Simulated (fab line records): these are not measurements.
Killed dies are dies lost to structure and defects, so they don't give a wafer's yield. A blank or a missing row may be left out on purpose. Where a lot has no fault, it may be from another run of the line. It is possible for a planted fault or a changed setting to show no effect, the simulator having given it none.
Which tool did it?	flow nand harc	24 lots with 72 wafers sampled at 6 steps, on a route of 1159 steps

## WHAT THE GAUGES SHOWED, per wafer
The record holds no reading of a measuring or inspecting step that can be judged against a usual standard deviation.

## WHAT TOOL EACH LOT RAN ON (gives the tool, then ch and the chambers of the sampled wafers, and finally the start)
lot	NHARC_A_CONTACT_ETCH_119	NHARC_A_CONTACT_ETCH_96	NHARC_A_CONTACT_DEP_57	NHARC_A_CONTACT_ETCH_78	NHARC_A_CONTACT_ETCH_125	NHARC_A_CONTACT_ETCH_132
L074	har cap etch-03 ch 0,1, day 15 23:29	rie diel-01 ch 0,1, day 16 05:24 or earlier	acl dep-01 ch 0, day 16 05:24	rie diel-03 ch 0,1,3, day 16 08:38 or earlier	har cap etch-01 ch 0,1, day 16 08:38	har cap etch-01 ch 0,1, day 16 09:37
L077	har cap etch-03 ch 0,1, day 16 14:53	rie diel-01 ch 0,2, day 16 19:35 or earlier	acl dep-01 ch 0, day 16 19:35	rie diel-03 ch 2,3, day 16 23:34 or earlier	har cap etch-03 ch 0,1, day 16 23:34	har cap etch-03 ch 0,1, day 17 00:33
L076	har cap etch-01 ch 0,1, day 16 14:58	rie diel-03 ch 0,2,3, day 16 19:47 or earlier	acl dep-03 ch 0, day 16 19:47	rie diel-04 ch 0,2,3, day 17 00:19 or earlier	har cap etch-01 ch 0,1, day 17 00:19	har cap etch-01 ch 0,1, day 17 01:18
L079	har cap etch-01 ch 0,1, day 16 23:24	rie diel-01 ch 0,2,3, day 17 00:46	acl dep-02 ch 0, day 17 02:15	rie diel-01 ch 0,3, day 17 06:05 or earlier	har cap etch-01 ch 0,1, day 17 06:05	har cap etch-01 ch 0,1, day 17 07:05
L075	har cap etch-02 ch 0,1, day 17 00:04	rie diel-04 ch 0,1, day 17 03:16 or earlier	acl dep-03 ch 0, day 17 03:16	rie diel-04 ch 0,1,3, day 17 07:07 or earlier	har cap etch-02 ch 0,1, day 17 07:07	har cap etch-02 ch 0,1, day 17 08:07
L078	har cap etch-03 ch 0,1, day 17 04:17	rie diel-04 ch 0,1,3, day 17 06:36 or earlier	acl dep-03 ch 0, day 17 06:36	rie diel-01 ch 0,1,2, day 17 10:44 or earlier	har cap etch-03 ch 0,1, day 17 10:44	har cap etch-03 ch 0,1, day 17 11:44
L080	har cap etch-02 ch 0,1, day 18 06:49	rie diel-04 ch 0,1, day 18 12:01 or earlier	acl dep-01 ch 0, day 18 12:01	rie diel-01 ch 1,2, day 18 15:31 or earlier	har cap etch-03 ch 0,1, day 18 15:31	har cap etch-03 ch 0,1, day 18 16:31
L081	har cap etch-01 ch 0,1, day 18 08:51	rie diel-01 ch 0,1,3, day 18 13:26 or earlier	acl dep-01 ch 0, day 18 13:26	rie diel-04 ch 0,1,3, day 18 17:16 or earlier	har cap etch-01 ch 0,1, day 18 17:16	har cap etch-01 ch 0,1, day 18 18:15
L083	har cap etch-02 ch 0,1, day 18 17:12	rie diel-03 ch 0,2,3, day 18 19:28 or earlier	acl dep-03 ch 0, day 18 19:28	rie diel-01 ch 1,2, day 18 23:47 or earlier	har cap etch-03 ch 0,1, day 18 23:47	har cap etch-03 ch 0,1, day 19 00:46
L082	har cap etch-03 ch 0,1, day 18 20:14	rie diel-04 ch 0,2,3, day 18 22:25 or earlier	acl dep-01 ch 0, day 18 22:25	rie diel-04 ch 0,3, day 19 02:23 or earlier	har cap etch-03 ch 1, day 19 02:23	har cap etch-03 ch 1, day 19 03:22
L084	har cap etch-02 ch 0,1, day 18 21:36	rie diel-04 ch 0,1,3, day 19 02:05 or earlier	acl dep-02 ch 0, day 19 02:05	rie diel-01 ch 0,1,2, day 19 06:10 or earlier	har cap etch-01 ch 0,1, day 19 06:10	har cap etch-01 ch 0,1, day 19 07:10
L085	har cap etch-02 ch 0,1, day 19 00:57	rie diel-01 ch 0,1,2, day 19 03:58 or earlier	acl dep-03 ch 0, day 19 03:58	rie diel-01 ch 0,1,3, day 19 08:07 or earlier	har cap etch-03 ch 1, day 19 08:07	har cap etch-03 ch 1, day 19 09:27
L086	har cap etch-03 ch 0,1, day 19 16:58	rie diel-03 ch 1,3, day 19 18:32	acl dep-03 ch 0, day 19 21:36	rie diel-04 ch 0,1,2, day 20 02:11 or earlier	har cap etch-03 ch 0,1, day 20 02:11	har cap etch-03 ch 0,1, day 20 03:11
L087	har cap etch-02 ch 0,1, day 19 18:37	rie diel-01 ch 0,2, day 19 19:45	acl dep-02 ch 0, day 19 20:53	rie diel-01 ch 0,1,2, day 20 01:07 or earlier	har cap etch-01 ch 0,1, day 20 01:07	har cap etch-01 ch 0,1, day 20 02:06
L092	har cap etch-02 ch 0,1, day 20 06:52	rie diel-01 ch 1,2, day 20 08:00	acl dep-03 ch 0, day 20 09:23	rie diel-01 ch 0,1,2, day 20 13:11 or earlier	har cap etch-03 ch 0,1, day 20 13:11	har cap etch-03 ch 0,1, day 20 14:10
L091	har cap etch-01 ch 0,1, day 20 07:54	rie diel-03 ch 2,3, day 20 12:16 or earlier	acl dep-01 ch 0, day 20 12:16	rie diel-01 ch 0,1, day 20 16:16 or earlier	har cap etch-02 ch 0,1, day 20 16:16	har cap etch-02 ch 0,1, day 20 17:15
L089	har cap etch-01 ch 0,1, day 20 15:08	rie diel-03 ch 0,2,3, day 20 17:50 or earlier	acl dep-02 ch 0, day 20 17:50	rie diel-04 ch 0,1,3, day 20 21:58 or earlier	har cap etch-03 ch 0,1, day 20 21:58	har cap etch-03 ch 0,1, day 20 22:57
L088	har cap etch-03 ch 0,1, day 20 20:45	rie diel-04 ch 0,1, day 20 22:55 or earlier	acl dep-03 ch 0, day 20 22:55	rie diel-03 ch 0,2, day 21 04:20 or earlier	har cap etch-03 ch 1, day 21 04:20	har cap etch-03 ch 1, day 21 05:19
L093	har cap etch-02 ch 0,1, day 20 22:14	rie diel-04 ch 0,2, day 21 01:01 or earlier	acl dep-02 ch 0, day 21 01:01	rie diel-01 ch 0,3, day 21 04:59 or earlier	har cap etch-01 ch 0,1, day 21 04:59	har cap etch-01 ch 0,1, day 21 05:59
L090	har cap etch-02 ch 0,1, day 21 00:20	rie diel-01 ch 1,2, day 21 05:05 or earlier	acl dep-03 ch 0, day 21 05:05	rie diel-03 ch 1,3, day 21 09:19 or earlier	har cap etch-03 ch 0,1, day 21 09:19	har cap etch-03 ch 0,1, day 21 10:19
L094	har cap etch-02 ch 0,1, day 21 13:41	rie diel-03 ch 0,1,2, day 21 16:17 or earlier	acl dep-03 ch 0, day 21 16:17	rie diel-03 ch 1,2,3, day 21 20:32 or earlier	har cap etch-02 ch 0,1, day 21 20:32	har cap etch-02 ch 0,1, day 21 21:32
L095	har cap etch-01 ch 0,1, day 21 16:20	rie diel-04 ch 0,1,2, day 21 19:00 or earlier	acl dep-02 ch 0, day 21 19:00	rie diel-01 ch 1,2,3, day 21 23:05 or earlier	har cap etch-01 ch 0,1, day 21 23:05	har cap etch-01 ch 0,1, day 22 00:04
L096	har cap etch-03 ch 0,1, day 22 02:28	rie diel-01 ch 1,2, day 22 05:10 or earlier	acl dep-02 ch 0, day 22 05:10	rie diel-04 ch 2,3, day 22 09:07 or earlier	har cap etch-02 ch 0,1, day 22 09:07	har cap etch-02 ch 0,1, day 22 10:07
L097	har cap etch-03 ch 0,1, day 22 09:19	rie diel-01 ch 1,2,3, day 22 12:35 or earlier	acl dep-01 ch 0, day 22 12:35	rie diel-04 ch 0,1,3, day 22 16:13 or earlier	har cap etch-02 ch 0, day 22 16:13	har cap etch-02 ch 0, day 22 17:13
- NHARC_A_CONTACT_ETCH_119: etches the open film in C4F8/O2/Ar, time 94 s, target depth 922 nm.
- NHARC_A_CONTACT_ETCH_96: etches the open film in C4F6/O2, target depth 20 nm, time 10 s.
- NHARC_A_CONTACT_DEP_57: deposits aC, target thk 2800 nm.
- NHARC_A_CONTACT_ETCH_78: etches the open film in O2/COS, target depth 2800 nm, time 728 s.
- NHARC_A_CONTACT_ETCH_125: etches the open film in C4F8/O2/Ar, time 155 s, target depth 956 nm.
- NHARC_A_CONTACT_ETCH_132: etches the open film in C4F8/O2/Ar, time 156 s, target depth 958 nm.

## WHAT THE TOOLS THEMSELVES READ (means of the sampled wafers that have a number; where no wafer has one, the mark that the record gives instead)
NHARC_A_CONTACT_ETCH_119. Usual: chamber pressure mTorr 20.004 mTorr, standard deviation 0.018.
lot	tool	chamber pressure mTorr (mTorr)	flag
L074	har cap etch-03	20.014	
L077	har cap etch-03	20.000	
L076	har cap etch-01	19.979	
L079	har cap etch-01	20.021	
L075	har cap etch-02	19.997	
L078	har cap etch-03	19.999	
L080	har cap etch-02	19.998	
L081	har cap etch-01	20.005	
L083	har cap etch-02	19.995	
L082	har cap etch-03	20.008	
L084	har cap etch-02	20.003	
L085	har cap etch-02	19.983	
L086	har cap etch-03	20.019	
L087	har cap etch-02	19.990	
L092	har cap etch-02	20.013	
L091	har cap etch-01	19.979	
L089	har cap etch-01	20.011	
L088	har cap etch-03	20.013	
L093	har cap etch-02	20.002	
L090	har cap etch-02	20.005	
L094	har cap etch-02	19.994	
L095	har cap etch-01	20.007	
L096	har cap etch-03	20.008	
L097	har cap etch-03	19.997	

NHARC_A_CONTACT_ETCH_96. Usual: chamber pressure mTorr 29.998 mTorr (standard deviation 0.029); drypump motor current A 5.8 A (standard deviation 0.41); o2 flow sccm 19.99 sccm (standard deviation 0.063); oes product au 0.968 a.u. (standard deviation 0.026); rf vpp V 548 V (standard deviation 3.9); showerhead plenum p Torr 3.97 Torr (standard deviation 0.19); throttle valve pct 26.903 % (standard deviation 0.01).
lot	tool	chamber pressure mTorr (mTorr)	drypump motor current A (A)	o2 flow sccm (sccm)	oes product au (a.u.)	rf vpp V (V)	showerhead plenum p Torr (Torr)	throttle valve pct (%)	flag
L074	rie diel-01	29.987	5.6	20.05	0.972	550	4.04	26.892	
L077	rie diel-01	30.000	5.4	19.96	0.997	547	3.91	26.906	
L076	rie diel-03	29.986	6.2	19.98	0.942	545	3.87	26.908	
L079	rie diel-01	30.017	5.5	19.97	0.960	547	3.93	26.893	
L075	rie diel-04	29.982	6.0	19.99	0.957	549	4.05	26.915	
L078	rie diel-04	29.988	6.1	20.03	1.006	551	4.09	26.904	
L080	rie diel-04	29.985	6.0	20.01	0.940	549	4.04	26.892	
L081	rie diel-01	30.024	5.5	20.05	0.947	549	4.04	26.917	
L083	rie diel-03	29.993	6.1	20.03	0.969	550	4.06	26.904	
L082	rie diel-04	29.995	5.8	19.99	0.950	547	3.89	26.902	
L084	rie diel-04	30.003	6.1	19.95	0.965	550	4.08	26.902	
L085	rie diel-01	30.012	5.5	20.04	0.949	547	3.91	26.900	
L086	rie diel-03	29.983	6.4	19.99	0.928	547	3.95	26.906	
L087	rie diel-01	29.965	5.4	20.02	0.993	545	3.90	26.904	
L092	rie diel-01	29.976	5.7	19.97	0.993	546	3.93	26.899	
L091	rie diel-03	30.027	6.5	20.00	0.949	549	4.01	26.899	
L089	rie diel-03	30.006	6.1	20.01	0.968	551	4.05	26.903	
L088	rie diel-04	30.011	6.1	19.96	1.009	549	4.03	26.897	
L093	rie diel-04	30.022	5.7	19.88	1.003	551	4.14	26.910	
L090	rie diel-01	29.976	5.7	20.04	0.927	547	3.93	26.911	
L094	rie diel-03	30.013	6.1	20.04	0.974	547	3.91	26.896	
L095	rie diel-04	29.985	5.9	20.00	1.002	551	4.12	26.908	
L096	rie diel-01	30.011	5.7	20.07	0.942	546	3.92	26.905	
L097	rie diel-01	29.995	5.6	19.95	0.991	547	3.93	26.905	

NHARC_A_CONTACT_DEP_57. Usual: throttle valve pct 35.000 %, standard deviation 0.0088.
lot	tool	throttle valve pct (%)	flag
L074	acl dep-01	34.999	
L077	acl dep-01	34.995	
L076	acl dep-03	35.010	
L079	acl dep-02	34.997	
L075	acl dep-03	35.000	
L078	acl dep-03	35.000	
L080	acl dep-01	35.005	
L081	acl dep-01	34.998	
L083	acl dep-03	35.000	
L082	acl dep-01	34.994	
L084	acl dep-02	35.000	
L085	acl dep-03	34.999	
L086	acl dep-03	35.006	
L087	acl dep-02	34.999	
L092	acl dep-03	34.999	
L091	acl dep-01	35.003	
L089	acl dep-02	34.999	
L088	acl dep-03	34.996	
L093	acl dep-02	35.001	
L090	acl dep-03	34.993	
L094	acl dep-03	35.006	
L095	acl dep-02	35.006	
L096	acl dep-02	35.005	
L097	acl dep-01	34.993	

NHARC_A_CONTACT_ETCH_78. Usual: chamber pressure mTorr 20.000 mTorr (standard deviation 0.017); drypump motor current A 5.8 A (standard deviation 0.39); o2 flow sccm 400.0 sccm (standard deviation 1.1); oes product au 1.000 a.u. (standard deviation 0.0076); rf vpp V 314.7 V (standard deviation 2.3); showerhead plenum p Torr 3.16 Torr (standard deviation 0.15); throttle valve pct 28.330 % (standard deviation 0.0076).
lot	tool	chamber pressure mTorr (mTorr)	drypump motor current A (A)	o2 flow sccm (sccm)	oes product au (a.u.)	rf vpp V (V)	showerhead plenum p Torr (Torr)	throttle valve pct (%)	flag
L074	rie diel-03	20.007	6.0	399.6	1.000	312.7	3.03	28.322	
L077	rie diel-03	20.008	6.5	401.0	1.009	315.0	3.20	28.330	
L076	rie diel-04	20.014	5.9	399.9	1.003	314.3	3.11	28.333	
L079	rie diel-01	19.989	5.4	399.8	1.004	316.1	3.21	28.325	
L075	rie diel-04	19.997	6.1	399.8	1.000	316.4	3.26	28.332	
L078	rie diel-01	20.004	5.5	400.5	0.993	313.9	3.12	28.329	
L080	rie diel-01	20.004	5.7	398.1	1.002	314.2	3.13	28.330	
L081	rie diel-04	19.993	6.1	400.3	1.007	315.4	3.25	28.333	
L083	rie diel-01	20.016	5.7	400.1	0.997	314.3	3.13	28.325	
L082	rie diel-04	19.998	6.0	398.7	0.999	315.1	3.19	28.333	
L084	rie diel-01	19.997	5.5	400.2	0.996	314.6	3.11	28.327	
L085	rie diel-01	20.018	5.5	400.8	0.994	315.4	3.21	28.328	
L086	rie diel-04	19.995	5.9	400.4	1.005	314.5	3.13	28.328	
L087	rie diel-01	19.980	5.5	399.6	0.997	314.8	3.11	28.334	
L092	rie diel-01	20.010	5.5	401.0	0.999	314.5	3.11	28.328	
L091	rie diel-01	19.978	5.6	401.6	0.994	316.1	3.21	28.328	
L089	rie diel-04	20.021	6.1	399.4	0.996	316.5	3.24	28.336	
L088	rie diel-03	20.002	5.8	398.7	1.003	316.0	3.26	28.334	
L093	rie diel-01	19.997	5.4	400.9	0.992	315.3	3.20	28.325	
L090	rie diel-03	20.004	6.4	400.1	0.999	312.5	3.02	28.325	
L094	rie diel-03	19.995	6.5	400.0	1.012	312.9	3.07	28.333	
L095	rie diel-01	19.991	5.6	399.3	1.007	314.4	3.13	28.329	
L096	rie diel-04	19.999	5.7	401.6	1.002	317.0	3.32	28.327	
L097	rie diel-04	19.982	6.0	400.6	1.006	315.1	3.24	28.331	

NHARC_A_CONTACT_ETCH_125. Usual: chamber pressure mTorr 19.999 mTorr, standard deviation 0.018.
lot	tool	chamber pressure mTorr (mTorr)	flag
L074	har cap etch-01	20.014	
L077	har cap etch-03	19.999	
L076	har cap etch-01	20.002	
L079	har cap etch-01	19.998	
L075	har cap etch-02	20.014	
L078	har cap etch-03	20.000	
L080	har cap etch-03	20.010	
L081	har cap etch-01	19.998	
L083	har cap etch-03	20.011	
L082	har cap etch-03	20.007	
L084	har cap etch-01	19.983	
L085	har cap etch-03	19.997	
L086	har cap etch-03	19.990	
L087	har cap etch-01	20.010	
L092	har cap etch-03	19.996	
L091	har cap etch-02	20.007	
L089	har cap etch-03	19.983	
L088	har cap etch-03	20.015	
L093	har cap etch-01	20.008	
L090	har cap etch-03	20.000	
L094	har cap etch-02	20.003	
L095	har cap etch-01	19.987	
L096	har cap etch-02	20.012	
L097	har cap etch-02	19.998	

NHARC_A_CONTACT_ETCH_132. Usual: chamber pressure mTorr 19.998 mTorr, standard deviation 0.018.
lot	tool	chamber pressure mTorr (mTorr)	flag
L074	har cap etch-01	20.003	
L077	har cap etch-03	19.979	
L076	har cap etch-01	19.998	
L079	har cap etch-01	20.006	
L075	har cap etch-02	19.998	
L078	har cap etch-03	19.995	
L080	har cap etch-03	19.999	
L081	har cap etch-01	20.012	
L083	har cap etch-03	19.982	
L082	har cap etch-03	19.984	
L084	har cap etch-01	19.994	
L085	har cap etch-03	19.985	
L086	har cap etch-03	20.016	
L087	har cap etch-01	20.000	
L092	har cap etch-03	19.991	
L091	har cap etch-02	19.994	
L089	har cap etch-03	20.015	
L088	har cap etch-03	19.994	
L093	har cap etch-01	19.992	
L090	har cap etch-03	20.001	
L094	har cap etch-02	20.014	
L095	har cap etch-01	20.016	
L096	har cap etch-02	19.984	
L097	har cap etch-02	19.995	

## THE ANSWER, worked out from the rows above alone
Rule: a lot is off if the mean of its wafers that have a number lies more than 3 standard deviations from the usual mean. Also off: a lot with no number at a reading for which 4 or more lots have one. Where the step has rows for the other lots, those lots are counted as sound. The gauges are gone through in route order, then the tools' own readings, and for those a lot's mean is taken as printed above. The first step at which some lot is off is used, and at that step the reading that is off furthest; a lot without a number counts as furthest.
Across all readings shown, no lot is off: no conclusion can be drawn from this.

## WHAT THE SIMULATOR HAD PUT IN
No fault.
